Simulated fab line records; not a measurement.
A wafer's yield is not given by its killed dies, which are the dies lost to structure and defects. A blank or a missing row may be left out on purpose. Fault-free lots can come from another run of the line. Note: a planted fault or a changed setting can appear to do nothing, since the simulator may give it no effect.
2 desks looking at one fault -- flow n5_finfet -- every desk sees just its own numbers, and what lay behind them comes last

## THE METROLOGY DESK
Lot by lot, what the gauges showed, no matter which tool ran the lot: averages of those sampled wafers that carry a number. If a lot's mean is further than 4 standard deviations from the usual mean, the lot is out of limits and carries the mark OUT (the distance appears in the brackets). It has 10 readings; the 7 that lie furthest out on some lot are the ones shown.
Columns: A = DIBL_N at N5_BEOL_M4_RC_MEAS_101, usual 36.6 mV/V; B = DIBL_P at N5_BEOL_M4_RC_MEAS_101, usual 36.5 mV/V; C = IOFF_N at N5_BEOL_M4_RC_MEAS_101, usual 0.17 nA/um; D = IOFF_P at N5_BEOL_M4_RC_MEAS_101, usual 0.22 nA/um; E = SS_P at N5_BEOL_M4_RC_MEAS_101, usual 73.4 mV/dec; F = VT_N at N5_BEOL_M4_RC_MEAS_101, usual 249 mV; G = VT_P at N5_BEOL_M4_RC_MEAS_101, usual -250 mV
lot,first seen here,A,B,C,D,E,F,G
L711,day 9 16:56,40.6,41.2,0.24,0.27,74.6,246,-249
L712,day 9 17:14,33.4,34.6,0.11,0.17,72.9,255,-253
L710,day 9 23:44,38.5,39.4,0.23,0.28,74.3,245,-246
L717,day 11 10:14,35.5,34.4,0.15,0.19,72.5,250,-247
L719,day 11 13:39,36.9,37.1,0.18,0.22,73.8,247,-249
L723,day 12 03:50,36.9,37.3,0.17,0.22,73.8,249,-249
L718,day 12 05:52,35.9,37.0,0.15,0.23,73.6,252,-248
L721,day 12 10:00,37.3,38.1,0.17,0.22,73.3,248,-249
L724,day 12 18:49,37.0,37.5,0.18,0.24,73.3,246,-247
This desk's finding: nothing out of limits on any of the 9 lots.

## FOR THE TOOL OWNER'S DESK: rie_diel-05
The tool's own readings at N5_BEOL_M0_SAQP_ETCH_107 (etches SiNx in CH3F/O2, target depth 30 nm): means of the sampled wafers that have a number, for each lot that ran on this tool. If a lot's mean is further than 4 standard deviations from the usual mean, the lot is out of limits and carries the mark OUT (the distance appears in the brackets).
Columns: A = bias_w at N5_BEOL_M0_SAQP_ETCH_107, usual 73.03 W; B = drypump_motor_current_A at N5_BEOL_M0_SAQP_ETCH_107, usual 5.6 A; C = oes_product_au at N5_BEOL_M0_SAQP_ETCH_107, usual 0.79 a.u.; D = rf_vpp_V at N5_BEOL_M0_SAQP_ETCH_107, usual 299 V; E = showerhead_plenum_p_Torr at N5_BEOL_M0_SAQP_ETCH_107, usual 2.01 Torr; F = throttle_valve_pct at N5_BEOL_M0_SAQP_ETCH_107, usual 16.3 %
lot,first seen here,A,B,C,D,E,F
L710,day 7 00:39,72.82,5.5,0.79,292,1.95,16.3
L712,day 7 11:19,73.24,6.0,0.87,296,2.00,16.2
L718,day 9 04:54,57.90 (-63) OUT,5.4,0.65,244 (-6.1) OUT,1.95,16.4
L719,day 9 11:54,57.98 (-63) OUT,5.4,0.65,245 (-6.1) OUT,1.94,16.5
This desk's finding: out of limits on L718, L719; first on L718, day 9 04:54 (bias_w at N5_BEOL_M0_SAQP_ETCH_107). L710, L712: within limits.

## PUT TOGETHER
On L718, L719, at day 9 04:54, an alarm was possible from the tool owner's desk.
The metrology desk saw nothing out of limits.
The metrology desk has L718, L719 on record, within its limits.
On rie_diel-05, each named lot ran N5_BEOL_M0_SAQP_ETCH_107.

## WHAT THE SIMULATOR HAD PUT IN
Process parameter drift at N5_BEOL_M0_SAQP_ETCH_107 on rie_diel-05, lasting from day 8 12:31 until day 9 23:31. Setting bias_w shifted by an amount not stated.
Shown lots that were struck: L718, L719.
Time in hours from fault onset to the first out-of-limits reading at each desk: the tool owner's desk, 16.
